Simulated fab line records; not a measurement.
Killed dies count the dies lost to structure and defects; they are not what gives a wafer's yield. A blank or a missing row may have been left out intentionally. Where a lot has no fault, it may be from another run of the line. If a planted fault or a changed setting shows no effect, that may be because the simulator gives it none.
A lot that was struck, set against a sound lot / flow n5_finfet / 15 out of 1938 route steps
Sound: these wafers, L408.3, L408.4, L408.6. Struck: wafer L420.5. (L420.2 of the same lot was not struck and is left out.) The cause comes at the end.
Each step with rows lists, per side, the tool, then ch with its chambers, then its first start. Under that, the readings that differ: sound wafers / struck wafers / difference of the means / sigmas: that difference in standard deviations of wafers without a fault.
alike: readings with means less than 2 such deviations apart, plus words and numbers identical on both sides. not compared: withheld readings, readings lacking a value on some wafer, bounds such as >300 that could conceal the same value, and numbers that have no deviation in the record and whose values overlap.
The two part at a step that has a row with sigmas, a row that says differs or no value, or rows on one side only. When numbers do not overlap yet have no deviation, they are printed without sigmas and do not part them. A reading missing from all wafers of one side parts the sides only when that side holds two or more wafers.

first, 7 steps without rows for these wafers: N5_FIN_CUT_COAT_29 (time 60 s, resist thk 10 nm); N5_FIN_CUT_COAT_02 (resist thk 30 nm); N5_FIN_CUT_EBR_04; N5_FIN_CUT_SOFTBAKE_03 (time 60 s); N5_FIN_CUT_EXPOSE_05 (exposes mask FIN CUT); N5_FIN_CUT_PEB_06 (peb time 60 s); N5_FIN_CUT_DEVELOP_07 (develop time 30 s).
N5_FIN_CUT_CD_MEAS_08 targets a cd of 29.1 nm.
  sound on cd_sem-02 ch 0, day 3 20:47; struck on cd_sem-01 ch 0, day 6 22:23
  alike: cd_nm
N5_FIN_CUT_OVL_MEAS_09:
  sound on overlay-01 ch 0, day 3 20:50; struck on overlay-02 ch 0, day 6 22:26
  alike: FIN_CUT_OVL
N5_FIN_CUT_INSPECT_10: inspects for defects (brightfield).
  sound on defect_inspect-02 at day 3 20:53; struck on defect_inspect-01 at day 6 22:29
  alike: raw_defect_count
N5_FIN_CUT_DESCUM_13: chemistry O2, time 7 s.
  sound on rie_diel-03 ch 0,2,3, day 3 20:55; struck on rie_diel-03 ch 0, day 6 22:40
  alike: drypump_motor_current_A, oes_product_au, rf_vpp_V, showerhead_plenum_p_Torr, throttle_valve_pct
  not compared: rf_hours_counter_h
N5_FIN_CUT_ETCH_30: etches underlayer in N2/H2, target depth 13 nm, time 10.4 s.
  sound on rie_diel-03 ch 0,2,3, day 3 20:56; struck on rie_diel-03 ch 0, day 6 22:43
  alike: bias_w, drypump_motor_current_A, etch_rf_on_time_s, oes_product_au, rf_vpp_V, showerhead_plenum_p_Torr, throttle_valve_pct
  not compared: rf_hours_counter_h
N5_FIN_CUT_ETCH_20: etches SiARC in CF4, target depth 26 nm, time 43.3 s.
  sound on rie_diel-03 ch 0,2,3, day 3 20:58; struck on rie_diel-03 ch 0, day 6 22:44
reading=etch_rf_on_time_s (s); sound=43.1 43.0 43.0; struck=56.9; difference=+13.9; sigmas=+19
  alike: bias_w, drypump_motor_current_A, oes_product_au, rf_vpp_V, showerhead_plenum_p_Torr, throttle_valve_pct
  not compared: rf_hours_counter_h
N5_FIN_CUT_ETCH_21: etches SOC in N2/H2, target depth 219 nm, overetch 43.8 nm, time 523.5 s.
  sound on rie_diel-03 ch 0,2,3, day 3 21:00; struck on rie_diel-03 ch 0, day 6 22:46
  alike: bias_w, drypump_motor_current_A, oes_product_au, rf_vpp_V, showerhead_plenum_p_Torr, throttle_valve_pct
  not compared: rf_hours_counter_h
-- here the record skips 6 days between the struck wafers' starts before and after, leaving off in module FIN_CUT and picking up in module BEOL_M4 (first step shown: number 1111 of the route) --
N5_BEOL_M4_RC_MEAS_101:
  sound on prober-02 ch 0, day 9 21:12; struck on prober-01 ch 0, day 13 01:40
reading=SS_P (mV/dec); sound=72.1 73.1 73.7; struck=71.7; difference=-1.3; sigmas=-2
reading=VT_N (mV); sound=253.0 250.6 247.1; struck=255.8; difference=+5.6; sigmas=+2
  alike: DIBL_N, DIBL_P, IOFF_N, IOFF_P, ION_N, ION_P, SS_N, VT_P

WHERE THEY PART
First at N5_FIN_CUT_ETCH_20; last, within this record, at N5_BEOL_M4_RC_MEAS_101.

WHY: what the simulator had put in
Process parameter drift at N5_FIN_CUT_ETCH_20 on rie_diel-03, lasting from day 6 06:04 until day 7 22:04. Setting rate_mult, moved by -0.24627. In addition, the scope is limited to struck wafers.
